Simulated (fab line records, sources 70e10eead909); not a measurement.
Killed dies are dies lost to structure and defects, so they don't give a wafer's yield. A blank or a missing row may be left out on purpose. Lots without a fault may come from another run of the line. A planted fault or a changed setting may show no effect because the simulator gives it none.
fab line records | flow nand_harc
record lots=6 wafers=18 last_day=33
route steps=1302 shown P_GATE@119 END@1302
lots that met no fault: from a run of the same line without faults
start_h: hours from the record's first day to the start of the lot's first wafer shown | wait_h: hours since the lot's step before | " the same as in the row above | L1.1+2: a row that stands for several wafers | - no value, or no start given | * or withheld: withheld | < > ~ a bound
route shown NAME@n: a module of which the file shows steps, and the number in the route of the first | usual: mean/standard deviation of fault-free wafers | same: alike in all rows | chamber/n: place in a boat | sites: the reading at each site | _std_site: their standard deviation | _edge_site: outer sites' mean less inner sites' | radius_mm: how far each site lies from the wafer's centre | mask NAME#n: copy n | behind: the tool/chamber that last shaped the wafer | hold: why the lot was held/for how many hours/how that ended | device: the transistor (n, p or np) that didn't switch | end of line: the same wafers' tests at the end of the route | a step without rows: its recipe alone | killed: dies lost to structure and defects at the first sort, not the wafer's yield | map: a wafer's dies, x killed, . not, _ none there
set.NAME: the setting as run; set.NAME@STEP: as run at that earlier step | model.NAME: the simulator's own value behind a step, which no gauge read
lots at some steps of the route; a table a step, a row a wafer
services: from which hour (start_h, from the record's first day; less than 0 if before it) a tool's chamber was out of use, for how many hours, and why
## steps
# step NHARC_P_GATE_EXPOSE_08
# recipe na=0.6 dose_mj=16.75 mask_id=P_HV
# step NHARC_P_GATE_PEB_09
# recipe peb_temp_c=118 peb_time_s=85
# step NHARC_P_GATE_DEVELOP_10
# recipe time_s=70
# step NHARC_P_GATE_CD_MEAS_11
# recipe target_cd_nm=1640 landing_energy_ev=500
# usual cd_nm=1641.1/2.4
# same landing_energy_ev=500
# columns lot.wafer tool chamber start_h wait_h cd_nm
L626.1 cd_sem-02 0 94.83 - 1640.0
L626.2 " 0 " " 1642.1
L626.6 " 0 " " 1638.6
L633.2 cd_sem-03 0 149.54 - 1642.1
L633.4 " 0 " " 1641.3
L633.6 " 0 " " 1642.4
L642.1 cd_sem-01 0 245.19 - 1642.6
L642.2 " 0 " " 1643.1
L642.6 " 0 " " 1638.9
L643.3 cd_sem-02 0 249.39 - 1640.0
L643.4 " 0 " " 1639.5
L643.5 " 0 " " 1640.8
L648.3 cd_sem-01 0 299.41 - 1641.5
L648.5 " 0 " " 1642.7
L648.6 " 0 " " 1642.4
L649.2 cd_sem-01 0 313.12 - 1636.7
L649.3 " 0 " " 1637.4
L649.5 " 0 " " 1634.5
# step NHARC_P_GATE_HARDBAKE_12
# recipe temp_c=125 time_s=80
# step NHARC_P_GATE_DESCUM_13
# recipe time_s=3 o2_flow_sccm=200 ar_flow_sccm=0 bias_power_w=0 chemistry=O2
# usual chamber_pressure_mTorr=60.00/0.057 drypump_motor_current_A=5.9/0.51 oes_product_au=0.997/0.014 rf_vpp_V=57.9/0.92 showerhead_plenum_p_Torr=1.94/0.082 throttle_valve_pct=11.312/0.0089
# columns lot.wafer tool chamber start_h wait_h chamber_pressure_mTorr drypump_motor_current_A oes_product_au rf_hours_counter_h rf_vpp_V showerhead_plenum_p_Torr throttle_valve_pct
L626.2 rie_diel-02 3 94.99 - 60.00 5.6 0.999 0.9 58.2 1.87 11.306
L626.1 " 2 " " 59.96 5.8 1.010 1.0 58.9 2.04 11.308
L626.6 " 0 " " 60.01 6.7 0.983 - 57.2 1.85 11.315
L633.2 rie_diel-02 2 149.71 - 59.99 5.8 1.008 4.0 59.3 2.04 11.299
L633.4 " 0 " " 60.01 6.7 0.965 4.2 59.0 1.84 11.319
L633.6 " 1 " " 60.04 4.9 1.007 - 57.3 1.82 11.295
L642.1 rie_diel-02 2 245.35 - 60.07 5.8 1.006 0.6 59.2 2.04 11.330
L642.2 " 0 " " 60.00 6.6 0.983 0.9 57.5 1.84 11.326
L642.6 " 3 " " 59.97 5.7 0.988 - 57.5 1.86 11.313
L643.4 rie_diel-05 3 249.55 - 60.08 6.7 1.003 0.7 57.7 1.97 11.320
L643.3 " 0 " " 60.02 5.3 0.981 0.4 57.9 2.00 11.313
L643.5 " 2 " " 60.01 6.0 1.010 - 58.7 2.06 11.325
L648.3 rie_diel-02 0 299.56 - 59.97 6.6 0.976 3.0 56.1 1.84 11.305
L648.5 " 0 " " 59.95 6.7 0.982 - 57.6 1.84 11.309
L648.6 " 1 " " 60.01 5.0 0.993 - 56.8 1.82 11.318
L649.3 rie_diel-05 2 313.27 - 59.99 6.0 1.013 4.9 59.9 2.06 11.326
L649.2 " 0 " " 60.07 5.2 1.005 4.5 56.8 2.00 11.319
L649.5 " 2 " " 60.06 6.0 1.021 - 59.2 2.06 11.310
# step NHARC_P_GATE_ETCH_14
# recipe target_depth_a=488 chemistry=dHF material=SiO2
# step NHARC_P_GATE_STRIP_15
# recipe time_s=780 temp_c=130 chemistry=SPM
# step NHARC_P_GATE_PRECLEAN_71
# recipe time_s=* temp_c=50 bath_age_min=0 chemistry=SC1
# step NHARC_P_GATE_SRD_72
# step NHARC_P_GATE_OXIDE_16
# recipe target_thk_a=30 temp_c=875 ox_time_s=392 material=SiO2
# step NHARC_P_GATE_CVD_17
# recipe target_thk_a=1500 temp_c=620 time_s=900 material=poly-Si
# step NHARC_P_GATE_HM_DEP_102
# recipe target_thk_a=1200 temp_c=400 material=aC
# usual throttle_valve_pct=35.000/0.0084
# columns lot.wafer tool chamber start_h wait_h throttle_valve_pct
L626.1 acl_dep-01 0 109.10 0.5 35.003
L626.2 " 0 " " 35.002
L626.6 " 0 " " 34.990
L633.2 acl_dep-02 0 163.37 1.7 34.980
L633.4 " 0 " " 35.007
L633.6 " 0 " " 34.995
L642.1 acl_dep-01 0 259.54 1.9 34.982
L642.2 " 0 " " 35.002
L642.6 " 0 " " 34.988
L643.3 acl_dep-01 0 264.17 2.6 35.010
L643.4 " 0 " " 34.998
L643.5 " 0 " " 35.005
L648.3 acl_dep-02 0 312.43 0.6 35.009
L648.5 " 0 " " 34.985
L648.6 " 0 " " 34.998
L649.2 acl_dep-02 0 326.20 0.5 35.003
L649.3 " 0 " " 34.999
L649.5 " 0 " " 34.988
# step NHARC_P_GATE_DEP_103
# recipe target_thk_a=300 target_thk_nm=30 temp_c=400 flow_sccm=200 rf_w=350 material=SiON
# usual heater_power_w=745/64
# columns lot.wafer tool chamber start_h wait_h heater_power_w
L626.2 pecvd-01 2 109.77 0.5 790
L626.1 " 1 " " 814
L626.6 " 0 " " 786
L633.2 pecvd-02 0 163.95 0.5 624
L633.6 " 2 " " 850
L633.4 " 1 " " 616
L642.1 pecvd-01 0 260.24 0.6 818
L642.2 " 1 " " 711
L642.6 " 1 " " 722
L643.4 pecvd-02 0 264.70 0.3 718
L643.3 " 1 " " 646
L643.5 " 0 " " 727
L648.3 pecvd-04 0 312.90 0.4 801
L648.6 " 0 " " 807
L648.5 " 1 " " 705
L649.2 pecvd-04 2 326.77 0.5 691
L649.3 " 0 " " 784
L649.5 " 2 " " 712
# step NHARC_P_GATE_DEHYDRATE_18
# recipe temp_c=150 time_s=120
# step NHARC_P_GATE_HMDS_19
# recipe time_s=30
# step NHARC_P_GATE_COAT_20
# recipe spin_rpm=1500 resist_thk_nm=90
# step NHARC_P_GATE_SOFTBAKE_21
# recipe temp_c=105 time_s=55
# step NHARC_P_GATE_EBR_22
# step NHARC_P_GATE_EXPOSE_23
# recipe na=1.35 target_cd_nm=120 dose_mj=93.91 mask_id=P_GATE
# step NHARC_P_GATE_PEB_24
# recipe peb_temp_c=100 peb_time_s=65
# step NHARC_P_GATE_DEVELOP_25
# recipe develop_time_s=35 dev_temp_c=23
# step NHARC_P_GATE_CD_MEAS_26
# recipe target_cd_nm=120 landing_energy_ev=500
# usual cd_nm=119.3/0.66
# same landing_energy_ev=500
# columns lot.wafer tool chamber start_h wait_h cd_nm
L626.1 cd_sem-02 0 110.45 - 119.0
L626.2 " 0 " " 119.8
L626.6 " 0 " " 118.6
L633.2 cd_sem-01 0 164.60 - 119.4
L633.4 " 0 " " 120.0
L633.6 " 0 " " 119.2
L642.1 cd_sem-02 0 260.77 - 118.6
L642.2 " 0 " " 119.2
L642.6 " 0 " " 119.2
L643.3 cd_sem-03 0 265.26 - 119.8
L643.4 " 0 " " 119.6
L643.5 " 0 " " 119.7
L648.3 cd_sem-01 0 313.56 - 118.8
L648.5 " 0 " " 119.8
L648.6 " 0 " " 119.4
L649.2 cd_sem-03 0 327.42 - 119.7
L649.3 " 0 " " 118.8
L649.5 " 0 " " 119.2
# step NHARC_P_GATE_OVL_MEAS_27
# usual overlay_x_nm=0.0/0.93 overlay_y_nm=0.1/0.86
# columns lot.wafer tool chamber start_h wait_h overlay_x_nm overlay_y_nm
L626.1 overlay-02 - 110.54 - -0.9 1.0
L626.2 " - " " -0.7 0.2
L626.6 " - " " -0.5 0.3
L633.2 overlay-02 - 164.69 - 0.5 -0.4
L633.4 " - " " 0.5 -0.2
L633.6 " - " " 0.9 -0.1
L642.1 overlay-02 - 260.85 - 0.4 0.2
L642.2 " - " " 0.5 0.3
L642.6 " - " " 0.4 0.4
L643.3 overlay-02 - 265.34 - 2.0 -0.4
L643.4 " - " " 2.0 -0.1
L643.5 " - " " 1.4 -0.3
L648.3 overlay-02 - 313.65 - 0.0 0.9
L648.5 " - " " 0.6 1.5
L648.6 " - " " 0.1 1.6
L649.2 overlay-01 - 327.51 - 0.9 -0.6
L649.3 " - " " 0.5 -0.1
L649.5 " - " " 0.2 -0.4
# step NHARC_P_GATE_INSPECT_28
# usual raw_defect_count=6.2/2.9
# columns lot.wafer tool chamber start_h wait_h raw_defect_count
L626.1 defect_inspect-02 - 110.58 0.0 2
L626.2 " - " " 7
L626.6 " - " " 7
L633.2 defect_inspect-02 - 164.73 0.0 5
L633.4 " - " " 8
L633.6 " - " " 13
L642.1 defect_inspect-02 - 260.89 0.0 13
L642.2 " - " " 24
L642.6 " - " " 14
L643.3 defect_inspect-02 - 265.38 0.0 16
L643.4 " - " " 25
L643.5 " - " " 20
L648.3 defect_inspect-01 - 313.68 0.0 5
L648.5 " - " " 7
L648.6 " - " " 8
L649.2 defect_inspect-01 - 327.55 0.0 7
L649.3 " - " " 2
L649.5 " - " " 5
# step NHARC_P_GATE_DESCUM_31
# recipe time_s=3 o2_flow_sccm=200 ar_flow_sccm=0 bias_power_w=0 chemistry=O2
# usual chamber_pressure_mTorr=60.00/0.054 drypump_motor_current_A=5.9/0.47 oes_product_au=0.996/0.013 rf_vpp_V=57.9/0.88 showerhead_plenum_p_Torr=1.94/0.082 throttle_valve_pct=11.311/0.0089
# columns lot.wafer tool chamber start_h wait_h chamber_pressure_mTorr drypump_motor_current_A oes_product_au rf_hours_counter_h rf_vpp_V showerhead_plenum_p_Torr throttle_valve_pct
L626.1 rie_diel-02 2 110.64 0.1 59.94 5.7 0.995 2 57.6 2.04 11.306
L626.2 " 3 " " 59.98 5.6 0.984 2 55.5 1.87 11.297
L626.6 " 2 " " 59.96 5.8 0.997 - 59.0 2.04 11.320
L633.4 rie_diel-13 1 164.80 0.1 59.97 5.9 0.988 10 58.4 1.92 11.307
L633.2 " 2 " " 59.97 6.1 1.012 9 58.7 1.96 11.306
L633.6 " 0 " " 59.97 5.8 1.002 - 59.0 2.05 11.317
L642.2 rie_diel-02 3 260.96 0.1 60.02 5.6 0.999 1 57.2 1.86 11.316
L642.1 " 0 " " 59.93 6.7 0.982 1 56.8 1.84 11.308
L642.6 " 2 " " 59.99 5.8 1.014 - 57.5 2.04 11.307
L643.3 rie_diel-02 3 265.45 0.1 59.94 5.6 1.001 1 58.6 1.86 11.315
L643.4 " 1 " " 59.96 4.9 0.995 1 57.2 1.82 11.335
L643.5 " 3 " " 59.94 5.6 1.000 - 56.8 1.86 11.316
L648.3 rie_diel-13 1 313.76 0.1 60.06 5.9 0.973 10 57.9 1.91 11.313
L648.6 " 3 " " 60.00 6.4 0.974 - 57.6 1.87 11.320
L648.5 " 0 " " 59.99 5.8 0.975 - 58.0 2.05 11.327
L649.2 rie_diel-13 1 327.61 0.1 59.94 5.9 0.977 10 58.7 1.91 11.304
L649.3 " 3 " " 60.06 6.4 0.981 10 57.9 1.87 11.313
L649.5 " 1 " " 59.91 5.9 0.992 - 57.3 1.91 11.323
# step NHARC_END_SORT_01
# recipe temp_c=25
# usual killed_at_array=59/17 killed_at_other=0.9/1.6 killed_at_periphery=3.7/2.3 killed_dies=64/17 killed_open=3.3/1.8 killed_short=2.4/1.6
# same gross_dies=677
# columns lot.wafer tool chamber start_h wait_h killed_at_array killed_at_other killed_at_periphery killed_dies killed_open killed_short
L642.1 prober-02 0 714.80 2.5 57 0 10 67 3 2
L642.2 prober-02 0 715.61 2.8 71 0 15 86 4 3
L642.6 prober-02 0 718.84 4.0 58 1 8 67 3 2
L643.3 prober-02 0 731.64 3.1 70 0 11 81 3 2
L643.4 prober-02 0 732.43 3.4 69 0 14 83 2 4
L643.5 prober-02 0 733.22 3.7 67 1 13 81 4 0
# killed by level:class
L642.1 A_CHANNEL_HOLE_D1:chamber_film_flake=26 A_CHANNEL_HOLE_D2:chamber_film_flake=22 P_GATE:unspecified=5 A_CONTACT:chamber_film_flake=5 P_GATE:geometric_particle:open=1 P_CONTACT:geometric_particle:short=1 P_M0:geometric_particle:open=1 A_CHANNEL_HOLE_D1:geometric_particle:open=1
L642.2 A_CHANNEL_HOLE_D1:chamber_film_flake=32 A_CHANNEL_HOLE_D2:chamber_film_flake=26 P_GATE:unspecified=13 A_SLIT:chamber_film_flake=3 A_CONTACT:chamber_film_flake=3 A_BLC:geometric_particle:open=2 P_M1:geometric_particle:open=1 A_STAIRCASE:geometric_particle:short=1
L642.6 A_CHANNEL_HOLE_D1:chamber_film_flake=27 A_CHANNEL_HOLE_D2:chamber_film_flake=18 P_GATE:unspecified=7 A_CONTACT:chamber_film_flake=5 P_M1:geometric_particle:open=1 A_SOURCE_PLATE:geometric_particle:short=1 A_ONON_D1:geometric_particle:open=1 A_DECK1_JOINT:geometric_particle:open=1
L643.3 A_SLIT:chamber_film_flake=35 A_CHANNEL_HOLE_D1:chamber_film_flake=24 P_GATE:unspecified=7 A_SGD_CUT:chamber_film_flake=3 A_ONON_D1:geometric_particle:short=2 A_CONTACT:chamber_film_flake=2 P_CONTACT:geometric_particle:open=1 A_CHANNEL_FILL_D1:geometric_particle:open=1
L643.4 A_SLIT:chamber_film_flake=33 A_CHANNEL_HOLE_D1:chamber_film_flake=22 P_GATE:unspecified=11 A_WL_FILL:geometric_particle:short=2 A_SGD_CUT:chamber_film_flake=2 A_STAIRCASE:chamber_film_flake=2 A_CONTACT:chamber_film_flake=2 P_M0:geometric_particle:open=1
L643.5 A_CHANNEL_HOLE_D1:chamber_film_flake=29 A_SLIT:chamber_film_flake=26 P_GATE:unspecified=7 P_STI:chamber_film_flake=5 A_CONTACT:chamber_film_flake=5 A_CHANNEL_FILL_D1:geometric_particle:open=2 A_SGD_CUT:chamber_film_flake=2 A_ONON_D2:geometric_particle:open=1
# map L642.2 (x killed, . not)
____________.____________
_________......._________
_______..........x_______
______.............______
_____.............x._____
____.................____
____.............x..x____
___.............x.xxxx___
___...............xxx.___
__............x.xxxxxxx__
__...............x.xxx.__
_................xxxxxx._
_.................xxx.xx_
_x................xxxxxx_
_.................xxx.x._
_..................xx.x._
..............xx.........
...............x.........
..............xxxx.......
...........x..xx.x.......
.......x.....xxx.x.......
_............xxxxx......_
_...........x..xx......._
_.x......x....xxx.x....._
_..............x........_
_...............x......._
__.....................__
__.....................__
___..x................___
___.x.................___
____.................____
____.........x..x....____
_____..............._____
______.x...........______
_______..........._______
_________......._________
____________.____________
# map L643.4 (x killed, . not)
____________.____________
_________......._________
_______..........._______
______.........xx..______
_____......x......x._____
____...x..........x.x____
____............x.xxx____
___...........x..x..x.___
___..............xxxxx___
__.................xxxx__
__........x.....x.xxxxx__
_..................xxx.x_
_.....x..........x.xx..._
_......................._
_...........x..........._
_...............x....xx._
............x............
.............x..xx.......
......x.....xxxx.x.......
.............x.xx.x.....x
x..........x.xxxxxx......
_.............xxxxx..x.._
_............xx..xx....._
_............xxxx......._
_..............x........_
_...............x......._
__....x................__
__x....................__
___...................___
___...................___
____.................____
____.................____
_____..............._____
______.............______
_______..........._______
_________......._________
____________.____________
## services
# columns tool chamber start_h hours kind
rie_diel-13 - 79.13 0.4 repair
pecvd-02 - 85.43 13.0 pm
pecvd-04 - 88.08 13.0 pm
rie_diel-02 0 110.23 1.3 repair
rie_diel-02 3 116.79 6.4 repair
rie_diel-02 2 127.81 2.6 repair
pecvd-01 - 130.22 13.0 pm
acl_dep-02 - 152.47 1.4 repair
pecvd-02 - 164.91 1.5 repair
rie_diel-13 - 165.03 9.0 pm
acl_dep-01 - 189.13 13.0 pm
pecvd-01 1 189.59 2.5 repair
rie_diel-05 3 192.28 6.1 repair
rie_diel-02 - 216.72 9.0 pm
pecvd-04 2 220.10 2.2 repair
pecvd-04 - 221.95 0.5 repair
rie_diel-13 3 228.51 1.7 repair
rie_diel-05 - 230.04 9.0 pm
rie_diel-13 0 236.40 5.5 repair
rie_diel-13 - 243.20 1.3 repair
acl_dep-02 - 244.10 13.0 pm
rie_diel-05 3 250.10 7.9 repair
rie_diel-13 2 282.16 2.2 repair
rie_diel-02 - 290.20 1.4 repair
## key
first_sign step=NHARC_P_GATE_INSPECT_28 reading=raw_defect_count direction=up sigmas=4.3 usual=6.2 struck=18.7
effect step=NHARC_END_SORT_01 reading=killed_at_periphery direction=up sigmas=3.5 usual=3.7 struck=11.8
met_at NHARC_P_GATE_HM_DEP_102
struck_wafers L642.1,L642.2,L642.6,L643.3,L643.4,L643.5
tester_left_out L642,L643
onset_between 109.10 259.54
fault kind=chamber_particle_source tool=acl_dep-01 chamber=0 onset_h=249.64 steps=NHARC_P_GATE_HM_DEP_102 rate_per_visit_cm2=0.016466 end_h=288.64
# tester_left_out: of these lots the tester's yield and bins aren't shown, on N5 and GAA mostly nor the transistor test; their killed dies are dies lost to structure and defects alone, not to doping, threshold or leakage, so they don't give the yield
